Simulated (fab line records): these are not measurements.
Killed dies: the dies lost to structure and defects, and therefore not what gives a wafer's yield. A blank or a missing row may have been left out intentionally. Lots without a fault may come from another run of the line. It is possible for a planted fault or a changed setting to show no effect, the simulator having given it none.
A lot that was struck, set against a sound lot / flow nand harc / 14 out of 1159 route steps
Sound: these wafers, L264.3, L264.4, L264.5. The struck wafers were L270.1, L270.3, L270.5. The cause is given at the end.
Per side, at each step with rows, come the tool, then ch with its chambers, and then its first start. Under that, the readings that differ: sound wafers / struck wafers / difference of the means / sigmas: that difference in standard deviations of wafers without a fault.
alike: a reading whose means differ by less than 2 such deviations, as well as words and numbers matching on both sides. not compared: withheld readings; readings where some wafer has no value; bounds like >300 that might hide an equal value; numbers whose values overlap and for which the record gives no deviation.
A row with sigmas, a row that says differs or no value, or rows on one side alone: a step with any of these is where the two part. Numbers that have no deviation but don't overlap get no sigmas and don't part them. A reading that every wafer of one side lacks parts them only if that side has two wafers or more.

NHARC_P_M0_CMP_23: polishes, t overpolish 20 s, target thk 117.53 nm.
  sound on cmp-03 ch 1,3, day 10 04:49; struck on cmp-03 ch 0,1, day 11 05:12
  alike: motor current A, slurry flow ml min, time to endpoint s
NHARC_P_M0_THK_MEAS_24: measures by xrf.
  sound on film metro-01 at day 10 05:05; struck on film metro-02 at day 11 05:31
  alike: thk nm
then, 1 step without rows for these wafers: NHARC_P_M0_SRD_25.
NHARC_P_M0_INSPECT_27:
  sound on defect inspect-02 at day 10 05:16; struck on defect inspect-02 at day 11 05:40
  alike: raw defect count
NHARC_P_M0_PRE_CLEAN_31: time 12 s.
  sound on pecvd-03 ch 0,1, day 10 05:52; struck on pecvd-04 ch 0,2, day 11 07:35
  alike: heater power w
NHARC_P_M0_DEP_32: deposits SiCN, target thk 30 nm.
  sound on pecvd-03 ch 0,1, day 10 05:58; struck on pecvd-04 ch 0,2, day 11 07:40
  alike: heater power w
then, 5 steps without rows for these wafers: NHARC_P_M1_DEP_00 (deposits SiOC, target thk 182.5 nm); NHARC_P_M1_DEHYDRATE_01 (time 120 s); NHARC_P_M1_HMDS_02 (time 30 s); NHARC_P_M1_COAT_34 (time 65 s); NHARC_P_M1_COAT_03 (resist thk 90 nm).
NHARC_P_M1_SOFTBAKE_04: time 55 s.
  sound on litho track-01 ch 0, day 10 06:00; struck on litho track-04 ch 0, day 11 08:00
reading=heater power total W (W); sound=188.36 188.41 188.60; struck=179.41 179.63 179.41; difference=-8.97; sigmas=-64
then, 1 step without rows for these wafers: NHARC_P_M1_EBR_05.
-- jump in the record: it breaks off in module P_M1 and resumes in module END (first step shown: number 1159 of the route), and 13 days separate the struck wafers' starts before and after --
NHARC_END_SORT_01:
  sound on prober-01 ch 0, day 23 11:57; struck on prober-01 ch 0, day 24 16:02
reading=defect limited yield (%); sound=96.8 96.9 95.1; struck=92.0 92.9 91.9; difference=-4.0; sigmas=-2
reading=killed at array; sound=16 15 22; struck=49 46 51; difference=+31; sigmas=+3
reading=killed dies; sound=22 21 33; struck=54 48 55; difference=+27; sigmas=+2
reading=sort_bin_4_pct (%); sound=2.2 2.4 2.8; struck=5.5 4.7 5.2; difference=+2.7; sigmas=+3
reading=sort n pass; sound=655 656 644; struck=623 629 622; difference=-27; sigmas=-2
reading=sort yield pct (%); sound=96.8 96.9 95.1; struck=92.0 92.9 91.9; difference=-4.0; sigmas=-2
  alike: killed at other, killed at periphery, killed open, killed short, sort_bin_2_pct, sort_bin_3_pct, sort rim yield pct

WHERE THEY PART
At NHARC_P_M1_SOFTBAKE_04 first; at NHARC_END_SORT_01 last (within this record only).

WHY: the cause the simulator had injected
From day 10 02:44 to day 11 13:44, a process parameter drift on litho track-04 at NHARC_P_M1_SOFTBAKE_04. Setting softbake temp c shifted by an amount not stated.
